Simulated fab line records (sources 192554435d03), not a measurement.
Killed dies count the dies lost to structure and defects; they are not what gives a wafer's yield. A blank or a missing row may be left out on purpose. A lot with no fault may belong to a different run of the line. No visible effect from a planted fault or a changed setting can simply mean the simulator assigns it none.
Split-lot experiment | flow n5-finfet | on a route of 1938 steps: 7 lots, 21 wafers read

## THE SPLIT ITSELF
At N5_BEOL_M1_PECVD_72 (deposits SiO2 from TEOS/O2, target thk 16 nm, time 18 s), the setting time-s was moved away from the recipe's 18 s on 6 of the 21 wafers read, by -11.7% to +12.6%. The other wafers ran this setting at the recipe's value.

Reading taken at the split's own step.

## THE READING
SiO2_of_BEOL_M1_PECVD_72.thk-nm (the simulator's own value, which no gauge read), in nm, at N5_BEOL_M1_PECVD_72 (deposits SiO2 from TEOS/O2, target thk 16 nm, time 18 s). There is no usual value for it anywhere in the file. The 15 wafers here that ran the recipe average 16.0 nm, standard deviation 0.33 nm.

wafer  | tool, chamber at the split | time-s as run, s | against the recipe | SiO2_of_BEOL_M1_PECVD_72.thk-nm, nm | against lot-mates on the recipe
L088.3 | pecvd-03, 1                | 18               | recipe             | 15.2                                | -
L088.5 | pecvd-03, 2,0              | 18               | recipe             | 16.2                                | -
L088.6 | pecvd-03, 2,0              | 18               | recipe             | 16.2                                | -
L089.2 | pecvd-01, 1,2,0            | 18               | recipe             | 16                                  | -
L089.5 | pecvd-01, 1,2,0            | 18               | recipe             | 16                                  | -
L089.6 | pecvd-01, 1,2,0            | 18               | recipe             | 16                                  | -
L090.4 | pecvd-03, 0                | 18               | recipe             | 16.6                                | -
L090.5 | pecvd-03, 2                | 18               | recipe             | 16.2                                | -
L090.6 | pecvd-03, 1                | 15.9             | -11.7%             | 13.8                                | -2.6
L091.3 | pecvd-01, 2                | 16.7             | -7.2%              | 14.8                                | -1.6
L091.4 | pecvd-01, 1                | 18               | recipe             | 16.4                                | -
L091.5 | pecvd-01, 0                | 16.7             | -7.2%              | 15                                  | -1.4
L092.2 | pecvd-01, 2                | 18               | recipe             | 15.8                                | -
L092.4 | pecvd-01, 0                | 18               | recipe             | 16                                  | -
L092.5 | pecvd-01, 1                | 18               | recipe             | 16.2                                | -
L094.1 | pecvd-01, 0                | 18               | recipe             | 15.6                                | -
L094.5 | pecvd-01, 2,0              | 18               | recipe             | 15.8                                | -
L094.6 | pecvd-01, 2,0              | 18               | recipe             | 15.8                                | -
L093.3 | pecvd-01, 0                | 20.27            | +12.6%             | 17.6                                | no lot-mate on the recipe
L093.4 | pecvd-01, 0                | 20.27            | +12.6%             | 17.8                                | no lot-mate on the recipe
L093.5 | pecvd-01, 2                | 20.27            | +12.6%             | 18                                  | no lot-mate on the recipe
The file does not say which wafer passed through which chamber wherever a row lists several chambers: such a row stands for several wafers.

THE FIT
A straight line over all 21 wafers: SiO2_of_BEOL_M1_PECVD_72.thk-nm changes by +0.153 nm for each +1% of time-s; r = +0.95; the points scatter about the line by 0.32 nm.
The same after taking each lot's own level away (the mean of its wafers on the recipe; 18 wafers): +0.217 nm for each +1%; r = +0.96; scatter 0.24 nm.
That fit puts the effect of the largest move of time-s on the reading at 2.7 nm.
From 15.73 to 16.40 nm: that is the span of the lots' own levels, equal to 2.0 times the standard deviation above.
In other words, the slope is changed by the lot-to-lot level; the two fits disagree.
Check: with one of the wafers moved furthest among these (-11.7%) left out of the fit, the line predicts -2.42 nm for it against its lot-mates. It came out at -2.6 nm against them.

## ADDITIONAL SPLITS CARRIED BY THESE WAFERS
Other splits were also applied to these wafers ahead of the reading. Each is held against what the fit with the lots' levels taken away leaves over:
other split on the same wafers    | wafers away from the commonest value | r with SiO2_of_BEOL_M1_PECVD_72.thk-nm (lot level and that fit taken away)
N5_SD_EPI_P_COAT_03 spin-rpm      | 3                                    | -0.08
N5_SDB_ALD_29 ald-cycles          | 3                                    | +0.00
N5_SDB_CMP_30 platen-rpm          | 9                                    | -0.16
N5_HKMG_FIN_ETCH_54 source-w      | 7                                    | -0.06
N5_HKMG_FIN_ETCH_58 source-w      | 8                                    | -0.02
N5_GATE_CUT_COAT_27 spin-rpm      | 3                                    | +0.04
N5_BEOL_M0_SAQP_ILD_DEP_01 time-s | 8                                    | -0.12
N5_BEOL_M0_SAQP_PECVD_96 time-s   | 6                                    | +0.13
N5_BEOL_M0_SAQP_ETCH_84 time-s    | 7                                    | +0.08

## FILE'S OWN FIT
SiO2_of_BEOL_M1_PECVD_72.thk-nm changes by +0.219 nm for each +1% of time-s, r = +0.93.
